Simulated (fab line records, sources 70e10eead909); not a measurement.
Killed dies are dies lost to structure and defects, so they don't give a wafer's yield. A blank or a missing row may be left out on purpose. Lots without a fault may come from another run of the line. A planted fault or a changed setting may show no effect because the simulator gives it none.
Which tool did it? | flow nand_harc | 24 lots, 72 wafers sampled, at 5 steps of a route of 1302

WHAT THE GAUGES READ, wafer by wafer
NHARC_A_ONON_D2_THK_MEAS_18: measures by ellipsometry.
lot  | measured     | on            | thk_nm (nm)
L074 | day 13 11:16 | film_metro-01 | 1009 1011 1012
L075 | day 13 11:16 | film_metro-02 | 1013 1011 1011
L076 | day 14 00:48 | film_metro-01 | 1004 1002 1003
L077 | day 14 12:35 | film_metro-02 | 1002 1000 1001
L078 | day 14 17:41 | film_metro-02 | 986 987 986
L079 | day 15 02:40 | film_metro-02 | 997 999 998
L080 | day 15 12:20 | film_metro-01 | 998 1000 998
L081 | day 15 21:52 | film_metro-02 | 986 986 986
L082 | day 16 08:33 | film_metro-02 | 1004 1004 1005
L083 | day 16 08:34 | film_metro-02 | 1007 1006 1007
L084 | day 17 09:35 | film_metro-02 | 989 991 990
L085 | day 17 09:35 | film_metro-01 | 992 990 991
L086 | day 17 23:35 | film_metro-02 | 1013 1014 1012
L087 | day 18 20:21 | film_metro-02 | 997 995 996
L088 | day 19 06:51 | film_metro-01 | 1000 1000 1000
L089 | day 19 06:51 | film_metro-02 | 1003 1003 1002
L090 | day 19 23:11 | film_metro-01 | 995 994 995
L091 | day 19 23:11 | film_metro-02 | 1004 1004 1004
L093 | day 21 07:25 | film_metro-01 | 990 989 990
L092 | day 21 07:25 | film_metro-02 | 994 995 995
L095 | day 21 07:30 | film_metro-02 | 1012 1012 1012
L094 | day 21 14:03 | film_metro-01 | 997 997 994
L096 | day 21 14:03 | film_metro-02 | 1005 1004 1004
L097 | day 22 12:41 | film_metro-01 | 1023 1021 1021

NHARC_A_CHANNEL_HOLE_D2_INSPECT_12.
lot  | measured     | on                | raw_defect_count
L074 | day 13 16:55 | defect_inspect-01 | 46 53 43
L075 | day 13 17:04 | defect_inspect-02 | 63 55 51
L076 | day 14 09:45 | defect_inspect-01 | 57 67 42
L077 | day 14 19:51 | defect_inspect-02 | 5 6 8
L078 | day 15 01:52 | defect_inspect-02 | 57 59 48
L079 | day 15 08:14 | defect_inspect-02 | 56 61 51
L080 | day 15 18:44 | defect_inspect-02 | 10 6 8
L081 | day 16 03:33 | defect_inspect-01 | 47 39 57
L082 | day 16 14:06 | defect_inspect-02 | 54 59 58
L083 | day 16 15:20 | defect_inspect-02 | 8 13 6
L084 | day 17 15:23 | defect_inspect-01 | 11 10 12
L085 | day 17 15:13 | defect_inspect-01 | 11 14 15
L086 | day 18 06:07 | defect_inspect-01 | 14 16 12
L087 | day 19 05:50 | defect_inspect-01 | 54 73 67
L088 | day 19 12:48 | defect_inspect-01 | 49 49 57
L089 | day 19 12:33 | defect_inspect-01 | 18 17 15
L090 | day 20 10:10 | defect_inspect-02 | 73 75 49
L091 | day 20 10:21 | defect_inspect-02 | 11 12 16
L093 | day 21 15:20 | defect_inspect-02 | 70 45 50
L092 | day 21 14:47 | defect_inspect-01 | 17 15 21
L095 | day 21 16:42 | defect_inspect-02 | 29 15 24
L094 | day 22 00:20 | defect_inspect-01 | 25 22 24
L096 | day 22 00:34 | defect_inspect-01 | 1 3 3
L097 | day 22 18:22 | defect_inspect-02 | 21 23 24

NHARC_A_CHANNEL_HOLE_D2_CD_MEAS_18.
lot  | measured     | on        | cd_nm (nm)
L074 | day 13 18:04 | cd_sem-01 | 99.2 99.1 100.4
L075 | day 13 18:14 | cd_sem-03 | 98.7 98.8 97.1
L076 | day 14 10:55 | cd_sem-01 | 100.9 99.2 99.1
L077 | day 14 21:14 | cd_sem-01 | 101.3 97.4 103.3
L078 | day 15 03:01 | cd_sem-02 | 97.1 96.8 97.5
L079 | day 15 09:37 | cd_sem-03 | 99.6 98.9 96.9
L080 | day 15 19:54 | cd_sem-02 | 98.1 98.1 96.7
L081 | day 16 04:43 | cd_sem-03 | 97.2 99.1 98.0
L082 | day 16 15:16 | cd_sem-03 | 98.7 99.7 100.8
L083 | day 16 16:30 | cd_sem-02 | 98.6 97.9 102.9
L084 | day 17 17:01 | cd_sem-02 | 96.4 97.7 99.1
L085 | day 17 16:23 | cd_sem-02 | 96.7 96.4 97.9
L086 | day 18 07:17 | cd_sem-01 | 97.8 100.7 97.4
L087 | day 19 06:59 | cd_sem-03 | 100.4 97.5 98.4
L088 | day 19 13:59 | cd_sem-03 | 99.4 99.9 98.5
L089 | day 19 13:56 | cd_sem-01 | 99.5 98.3 98.0
L090 | day 20 11:32 | cd_sem-01 | 98.4 97.4 96.4
L091 | day 20 11:31 | cd_sem-02 | 99.4 101.0 97.9
L093 | day 21 16:29 | cd_sem-03 | 97.6 99.8 97.1
L092 | day 21 15:57 | cd_sem-03 | 98.9 98.2 100.2
L095 | day 21 17:52 | cd_sem-01 | 102.6 100.5 102.8
L094 | day 22 01:29 | cd_sem-03 | 100.9 97.7 100.3
L096 | day 22 02:02 | cd_sem-03 | 99.4 97.7 98.7
L097 | day 22 19:32 | cd_sem-02 | 96.7 101.3 97.4

WHICH TOOL RAN EACH LOT (tool, then ch and the chambers of the sampled wafers, then the start)
lot  | NHARC_A_CHANNEL_FILL_D1_ETCHBACK_08           | NHARC_A_DECK1_JOINT_ETCHBACK_00
L074 | rie_diel-05 ch 0,1,2, day 11 23:52 or earlier | rie_si-05 ch 0,1,2, day 11 23:52
L075 | rie_diel-13 ch 1,2, day 11 23:52 or earlier   | rie_si-04 ch 0,1,3, day 11 23:52
L076 | rie_diel-10 ch 0,1, day 12 10:02 or earlier   | rie_si-04 ch 0,1,2, day 12 10:02
L077 | rie_diel-05 ch 0,3, day 12 16:48 or earlier   | rie_si-03 ch 1,2, day 12 16:48
L078 | rie_diel-13 ch 1,2,3, day 13 04:11 or earlier | rie_si-03 ch 0,1,2, day 13 04:11
L079 | rie_diel-10 ch 0,2,3, day 13 18:16 or earlier | rie_si-03 ch 0,1,2, day 13 18:16
L080 | rie_diel-05 ch 0,2, day 14 00:39 or earlier   | rie_si-04 ch 0,3, day 14 00:39
L081 | rie_diel-13 ch 0,1,3, day 14 12:01 or earlier | rie_si-03 ch 0,1,2, day 14 12:01
L082 | rie_diel-10 ch 0,1,3, day 14 22:31 or earlier | rie_si-05 ch 0,1,3, day 14 22:31
L083 | rie_diel-13 ch 0,2,3, day 14 22:32 or earlier | rie_si-04 ch 0,1,3, day 14 22:32
L084 | rie_diel-05 ch 0,1,3, day 15 18:28 or earlier | rie_si-05 ch 1,2, day 15 18:28
L085 | rie_diel-10 ch 1,2,3, day 16 02:01 or earlier | rie_si-05 ch 0,2,3, day 16 02:01
L086 | rie_diel-05 ch 0,1,3, day 16 08:14 or earlier | rie_si-03 ch 0,1,2, day 16 08:14
L087 | rie_diel-05 ch 0,2,3, day 16 17:32 or earlier | rie_si-04 ch 0,1,3, day 16 17:32
L088 | rie_diel-10 ch 1,2,3, day 17 10:47 or earlier | rie_si-04 ch 2,3, day 17 10:47
L089 | rie_diel-13 ch 0,1,2, day 17 10:46 or earlier | rie_si-05 ch 0,2, day 17 10:46
L090 | rie_diel-13 ch 2,3, day 18 10:55 or earlier   | rie_si-03 ch 0,2, day 18 10:55
L091 | rie_diel-13 ch 0,1,3, day 18 10:55 or earlier | rie_si-05 ch 0,2,3, day 18 10:55
L093 | rie_diel-10 ch 0,1,2, day 19 13:40 or earlier | rie_si-03 ch 1,2,3, day 19 13:40
L092 | rie_diel-13 ch 0,1,2, day 19 13:40 or earlier | rie_si-05 ch 1,2,3, day 19 13:40
L095 | rie_diel-10 ch 0,1,2, day 19 21:49 or earlier | rie_si-04 ch 2,3, day 19 21:49
L094 | rie_diel-10 ch 0,1,3, day 20 03:55 or earlier | rie_si-04 ch 0,1, day 20 03:55
L096 | rie_diel-13 ch 0,3, day 20 08:25 or earlier   | rie_si-04 ch 0,1,3, day 20 08:25
L097 | rie_diel-10 ch 1,3, day 20 19:53 or earlier   | rie_si-03 ch 1,2,3, day 20 19:53
- NHARC_A_CHANNEL_FILL_D1_ETCHBACK_08: etches the open film in C4F8, target depth 220 nm, time 110 s.
- NHARC_A_DECK1_JOINT_ETCHBACK_00: etches the open film in HBr, target depth 30 nm, time 17.4 s.

WHAT THE TOOLS THEMSELVES READ (means of the sampled wafers that have a number; where no wafer has one, the mark that the record gives instead)
NHARC_A_CHANNEL_FILL_D1_ETCHBACK_08.
lot  | tool        | oes_product_au (a.u.) | rf_fwd_power_W (W) | rf_vpp_V (V)
L074 | rie_diel-05 | 1.00                  | 593.8              | 442.0
L075 | rie_diel-13 | 1.01                  | 594.0              | 440.5
L076 | rie_diel-10 | 1.00                  | 595.9              | 439.9
L077 | rie_diel-05 | 1.00                  | 595.7              | 442.5
L078 | rie_diel-13 | 0.95                  | 596.8              | 440.2
L079 | rie_diel-10 | 0.92                  | 596.2              | 441.6
L080 | rie_diel-05 | 0.97                  | 597.4              | 443.1
L081 | rie_diel-13 | 0.92                  | 595.9              | 437.9
L082 | rie_diel-10 | 1.00                  | 597.3              | 439.5
L083 | rie_diel-13 | 0.92                  | 595.4              | 439.6
L084 | rie_diel-05 | 1.00                  | 596.6              | 442.7
L085 | rie_diel-10 | 0.93                  | 598.0              | 440.7
L086 | rie_diel-05 | 0.92                  | 596.1              | 442.8
L087 | rie_diel-05 | 0.92                  | 597.6              | 440.7
L088 | rie_diel-10 | 0.99                  | 598.9              | 440.0
L089 | rie_diel-13 | 0.93                  | 595.1              | 439.1
L090 | rie_diel-13 | 0.93                  | 595.8              | 439.6
L091 | rie_diel-13 | 0.95                  | 596.1              | 438.0
L093 | rie_diel-10 | 0.93                  | 597.5              | 440.6
L092 | rie_diel-13 | 1.00                  | 595.2              | 439.5
L095 | rie_diel-10 | 1.00                  | 597.1              | 441.4
L094 | rie_diel-10 | 1.01                  | 597.0              | 439.8
L096 | rie_diel-13 | 1.00                  | 595.4              | 437.6
L097 | rie_diel-10 | 0.98                  | 594.9              | 439.8

NHARC_A_DECK1_JOINT_ETCHBACK_00.
lot  | tool      | drypump_motor_current_A (A) | oes_product_au (a.u.) | rf_fwd_power_W (W) | throttle_valve_pct (%)
L074 | rie_si-05 | 5.5                         | 1.010                 | 343.1              | 23.262
L075 | rie_si-04 | 5.2                         | 1.011                 | 341.9              | 23.255
L076 | rie_si-04 | 5.5                         | 1.003                 | 342.5              | 23.278
L077 | rie_si-03 | 6.1                         | 0.997                 | 343.9              | 23.277
L078 | rie_si-03 | 6.0                         | 1.005                 | 344.1              | 23.261
L079 | rie_si-03 | 5.9                         | 1.009                 | 345.7              | 23.261
L080 | rie_si-04 | 5.3                         | 1.000                 | 342.3              | 23.269
L081 | rie_si-03 | 5.9                         | 1.003                 | 343.8              | 23.257
L082 | rie_si-05 | 5.4                         | 0.994                 | 343.4              | 23.272
L083 | rie_si-04 | 5.2                         | 1.006                 | 342.0              | 23.268
L084 | rie_si-05 | 5.5                         | 1.005                 | 344.1              | 23.279
L085 | rie_si-05 | 5.4                         | 1.004                 | 342.9              | 23.261
L086 | rie_si-03 | 5.9                         | 1.001                 | 344.7              | 23.261
L087 | rie_si-04 | 5.2                         | 1.006                 | 342.3              | 23.268
L088 | rie_si-04 | 5.6                         | 1.001                 | 341.8              | 23.271
L089 | rie_si-05 | 5.4                         | 1.003                 | 342.1              | 23.270
L090 | rie_si-03 | 5.8                         | 0.994                 | 345.8              | 23.274
L091 | rie_si-05 | 5.4                         | 1.008                 | 343.3              | 23.274
L093 | rie_si-03 | 6.1                         | 0.996                 | 342.3              | 23.271
L092 | rie_si-05 | 5.4                         | 1.004                 | 345.1              | 23.262
L095 | rie_si-04 | 5.3                         | 1.005                 | 343.5              | 23.263
L094 | rie_si-04 | 5.2                         | 1.007                 | 341.3              | 23.261
L096 | rie_si-04 | 5.2                         | 1.003                 | 343.7              | 23.261
L097 | rie_si-03 | 6.1                         | 1.003                 | 342.9              | 23.268

THE ANSWER, worked out from the rows above alone
Rule: what is usual is taken from the lots themselves. Put in order of their means at a reading, lots are off if they are a third of the lots or fewer, leave a main group of 4 or more, and stand apart from it by a gap of 3 or more times the standard deviation of the main group's means; of several such gaps the widest counts. A main group whose means are all the same, to the digits that the tables above print for the reading, isn't used. A lot without any number at a reading at which 4 lots or more have one is off too. The other lots that the step has rows for count as sound. The gauges are gone through in route order, then the tools' own readings, and for those a lot's mean is taken as printed above. The first step at which some lot is off is used, and at that step the reading that is off furthest; a lot without a number counts as furthest.
No lot is off at any reading shown: from this, nothing can be told.

WHAT THE SIMULATOR HAD PUT IN
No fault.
